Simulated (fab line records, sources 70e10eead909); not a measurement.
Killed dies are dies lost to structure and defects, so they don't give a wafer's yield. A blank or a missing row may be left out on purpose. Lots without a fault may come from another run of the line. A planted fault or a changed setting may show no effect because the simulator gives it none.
Chamber matching | flow nand_harc | NHARC_A_WL_FILL_ETCHBACK_16 on rie_diel-08: 4 sister chambers
The step etches the open film in C4F8/O2/Ar, target depth 120 nm, time 24 s. 8 wafers are shown with their chamber, then 7 later ones without.

WAFERS WITH THEIR CHAMBER
wafer  | chamber | rf_vpp_V (V) | run_length_s (s)
L207.1 | 1       | 724          | 45.5
L207.2 | 2       | 724          | 45.1
L207.3 | 3       | 728          | 45.5
L209.2 | 3       | 729          | 45.5
L209.4 | 0       | 722          | 45.6
L209.6 | 2       | 721          | 45.2
L211.1 | 0       | 721          | 45.6
L211.3 | 1       | 725          | 45.5

WAFERS WITHOUT THEIR CHAMBER
wafer  | rf_vpp_V (V) | run_length_s (s)
L211.6 | 724          | 44.8
L213.4 | 728          | 45.7
L213.5 | 723          | 45.8
L213.6 | 729          | 45.9
L217.1 | 729          | 45.9
L216.2 | 720          | 45.7
L218.2 | 721          | 44.9

WHICH CHAMBER EACH WENT THROUGH
wafer  | from the rows above          | in truth
L211.6 | 2                            | 2
L213.4 | can't be placed: 3 or 0 or 1 | 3
L213.5 | 0                            | 0
L213.6 | can't be placed: 0 or 3 or 1 | 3
L217.1 | can't be placed: 0 or 3 or 1 | 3
L216.2 | 0                            | 0
L218.2 | 2                            | 2
Placed correctly: 4 of 7. Can't be placed from these rows: 3 (the true chamber is among the candidates in 3). Placed wrongly: 0.
How it was worked out, from the rows above alone: a wafer's distance from a chamber is the root of the sum, over the readings, of the square of ((its reading less the chamber's mean) divided by the reading's scatter). The wafer belongs to the nearest chamber; if the next one is less than 2 further off, it can't be placed. A chamber's mean is the mean of its shown wafers. The scatter: the root of (the sum of the squares of (reading less its chamber's mean) over the shown wafers, divided by (wafers less chambers)).
